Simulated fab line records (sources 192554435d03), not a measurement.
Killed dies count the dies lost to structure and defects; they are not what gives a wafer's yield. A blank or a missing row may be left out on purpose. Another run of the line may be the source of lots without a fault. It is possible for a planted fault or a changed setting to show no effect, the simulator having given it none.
Split-lot experiment + flow n5Finfet + 21 wafers read from 7 lots, route of 1938 steps

ON THE SPLIT
At N5_BEOL_M5_HM_DEP_02 (deposits TiN, target thk 20 nm), the setting targetThkA was moved away from the recipe's 200 angstrom on 3 of the 21 wafers read, by -6.0% to +9.0%. The other wafers ran this setting at the recipe's value.

FROM THE SPLIT TO THE READING: what the file shows between them, 9 steps
- N5_BEOL_M5_COAT_71: time 60 s, resist thk 5 nm (also split here: spinRpm)
- N5_BEOL_M5_COAT_05: resist thk 30 nm
- N5_BEOL_M5_EBR_07
- N5_BEOL_M5_DESCUM_16: chemistry O2, time 7 s
- N5_BEOL_M5_ETCH_72: etches underlayer in N2/H2, target depth 6.5 nm, time 5.2 s
- N5_BEOL_M5_ETCH_61: etches SiARC in CF4, target depth 15.6 nm, time 26 s
- N5_BEOL_M5_ETCH_62: etches SOC in N2/H2, target depth 75 nm, overetch 15 nm, time 112.5 s
- N5_BEOL_M5_STRIP_73: strips in N2/H2
- N5_BEOL_M5_STRIP_64: strips in CF4

THE READING
etch.depthNm (the simulator's own value, which no gauge read), in nm, at N5_BEOL_M5_HM_OPEN_17 (chemistry Cl2/BCl3, target TiN, target depth 20 nm, overetch 6 nm). No usual value for it is given in the file. Here, 18 wafers ran the recipe; their average is 19.89 nm with a standard deviation of 0.21 nm.

| wafer  | tool, chamber at the split | targetThkA as run, angstrom | against the recipe | etch.depthNm, nm | against lot-mates on the recipe |
|--------|----------------------------|-----------------------------|--------------------|------------------|---------------------------------|
| L074.2 | pvdSputter-03, -           | 200                         | recipe             | 19.73            | -                               |
| L074.4 | pvdSputter-03, -           | 200                         | recipe             | 20.13            | -                               |
| L074.5 | pvdSputter-03, -           | 200                         | recipe             | 20.04            | -                               |
| L079.1 | pvdSputter-01, -           | 210.2                       | +5.1%              | 20.89            | +0.73                           |
| L079.2 | pvdSputter-01, -           | 200                         | recipe             | 20.11            | -                               |
| L079.5 | pvdSputter-01, -           | 200                         | recipe             | 20.21            | -                               |
| L084.4 | pvdSputter-03, -           | 218                         | +9.0%              | 21.75            | +1.79                           |
| L084.5 | pvdSputter-03, -           | 200                         | recipe             | 19.98            | -                               |
| L084.6 | pvdSputter-03, -           | 200                         | recipe             | 19.95            | -                               |
| L086.4 | pvdSputter-03, -           | 200                         | recipe             | 19.83            | -                               |
| L086.6 | pvdSputter-03, -           | 200                         | recipe             | 19.83            | -                               |
| L086.5 | pvdSputter-03, -           | 200                         | recipe             | 20.14            | -                               |
| L089.3 | pvdSputter-01, -           | 200                         | recipe             | 19.75            | -                               |
| L089.4 | pvdSputter-01, -           | 200                         | recipe             | 19.94            | -                               |
| L089.6 | pvdSputter-01, -           | 187.9                       | -6.0%              | 18.65            | -1.20                           |
| L093.1 | pvdSputter-01, -           | 200                         | recipe             | 19.92            | -                               |
| L093.4 | pvdSputter-01, -           | 200                         | recipe             | 20.08            | -                               |
| L093.5 | pvdSputter-01, -           | 200                         | recipe             | 19.88            | -                               |
| L096.1 | pvdSputter-03, -           | 200                         | recipe             | 19.36            | -                               |
| L096.2 | pvdSputter-03, -           | 200                         | recipe             | 19.59            | -                               |
| L096.6 | pvdSputter-03, -           | 200                         | recipe             | 19.64            | -                               |

FIT RESULTS
A straight line over all 21 wafers: etch.depthNm changes by +0.204 nm for each +1% of targetThkA; r = +0.94; the points scatter about the line by 0.21 nm.
The same after taking each lot's own level away (the mean of its wafers on the recipe; 21 wafers): +0.189 nm for each +1%; r = +0.97; scatter 0.13 nm.
The reading moves by 1.7 nm for the largest change in targetThkA, on that fit.
The lots' own levels span 19.530 to 20.160 nm, that is 2.9 times the standard deviation above.
The two slopes agree, so the slope changes little with the lot-to-lot level.
Check: +1.56 nm against its lot-mates is what the line predicts for one of the wafers moved furthest among these (+9.0%) when that wafer is left out of the fit. It came out at +1.79 nm against them.

FURTHER SPLITS ON THESE WAFERS
Other splits were also applied to these wafers ahead of the reading. Each is held against what the fit with the lots' levels taken away leaves over:
| other split on the same wafers | wafers away from the commonest value | r with etch.depthNm (lot level and that fit taken away) |
|--------------------------------|--------------------------------------|---------------------------------------------------------|
| N5_BEOL_M5_COAT_71 spinRpm     | 5                                    | +0.13                                                   |

THE WHOLE CHAIN: every reading that the file lists as answering this split, in the file's order
| step                  | what it does                                                      | reading                                                                         | change (the file's fit)               | r (the file's) |
|-----------------------|-------------------------------------------------------------------|---------------------------------------------------------------------------------|---------------------------------------|----------------|
| N5_BEOL_M5_HM_DEP_02  | deposits TiN, target thk 20 nm                                    | TiN_of_BEOL_M5_HM_DEP_02.thkNm (the simulator's own value, which no gauge read) | +0.189 nm for each +1% of the setting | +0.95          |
| N5_BEOL_M5_HM_OPEN_17 | chemistry Cl2/BCl3, target TiN, target depth 20 nm, overetch 6 nm | etch.depthNm (the simulator's own value, which no gauge read)                   | +0.188 nm for each +1% of the setting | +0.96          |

THE FILE'S OWN FIT
etch.depthNm changes by +0.188 nm for each +1% of targetThkA, r = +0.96.
